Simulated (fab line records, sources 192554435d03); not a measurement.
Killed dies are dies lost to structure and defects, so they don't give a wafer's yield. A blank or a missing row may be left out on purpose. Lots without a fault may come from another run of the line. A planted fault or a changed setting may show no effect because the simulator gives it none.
Chamber matching | flow n5_finfet | N5_BEOL_M10_STRIP_36 on rie_diel-03: 4 sister chambers
The step strips in N2/H2. 16 wafers are shown with their chamber, then 8 later ones without.

WAFERS WITH THEIR CHAMBER
wafer  | chamber | drypump_motor_current_A (A) | showerhead_plenum_p_Torr (Torr) | oes_product_au (a.u.)
L076.1 | 1       | 6.6                         | 2.47                            | 0.83
L076.2 | 0       | 5.4                         | 2.50                            | 0.70
L076.4 | 3       | 5.6                         | 2.49                            | 0.85
L082.1 | 3       | 5.5                         | 2.48                            | 0.84
L082.2 | 0       | 5.4                         | 2.49                            | 0.69
L082.6 | 1       | 6.6                         | 2.47                            | 0.82
L085.1 | 3       | 5.5                         | 2.47                            | 0.85
L085.5 | 1       | 6.6                         | 2.46                            | 0.80
L085.6 | 2       | 6.0                         | 2.60                            | 0.97
L087.1 | 2       | 6.0                         | 2.60                            | 0.96
L087.5 | 3       | 5.5                         | 2.47                            | 0.84
L087.6 | 2       | 6.0                         | 2.60                            | 0.95
L089.1 | 2       | 6.0                         | 2.60                            | 0.94
L089.3 | 1       | 6.6                         | 2.46                            | 0.80
L089.4 | 3       | 5.5                         | 2.47                            | 0.82
L092.2 | 3       | 5.5                         | 2.47                            | 0.83

SIGNATURES (means of the wafers above)
reading                  | chamber 0 | chamber 1 | chamber 2 | chamber 3 | scatter within a chamber
drypump_motor_current_A  | 5.400     | 6.600     | 6.000     | 5.517     | 0.0264
showerhead_plenum_p_Torr | 2.4950    | 2.4650    | 2.6000    | 2.4750    | 0.00645
oes_product_au           | 0.6950    | 0.8125    | 0.9550    | 0.8383    | 0.0126
Rule: a wafer's distance from a chamber is the root of the sum, over the readings, of the square of ((its reading less the chamber's mean) divided by the reading's scatter). The wafer belongs to the nearest chamber; if the next one is less than 2 further off, it can't be placed. The scatter: the root of (the sum of the squares of (reading less its chamber's mean) over the shown wafers, divided by (wafers less chambers)).

WAFERS WITHOUT THEIR CHAMBER
wafer  | drypump_motor_current_A (A) | showerhead_plenum_p_Torr (Torr) | oes_product_au (a.u.)
L092.4 | 5.6                         | 2.47                            | 0.82
L092.6 | 6.0                         | 2.59                            | 0.93
L093.1 | 5.4                         | 2.48                            | 0.68
L093.4 | 6.6                         | 2.46                            | 0.79
L093.6 | 5.9                         | 2.59                            | 0.89
L097.1 | 5.5                         | 2.47                            | 0.82
L097.2 | 6.6                         | 2.45                            | 0.80
L097.3 | 6.0                         | 2.59                            | 0.90

WHICH CHAMBER EACH WENT THROUGH
wafer  | from the rows above | in truth
L092.4 | 3                   | 3
L092.6 | 2                   | 2
L093.1 | 0                   | 0
L093.4 | 1                   | 1
L093.6 | 2                   | 2
L097.1 | 3                   | 3
L097.2 | 1                   | 1
L097.3 | 2                   | 2
Placed correctly: 8 of 8. Can't be placed from these rows: 0. Placed wrongly: 0.
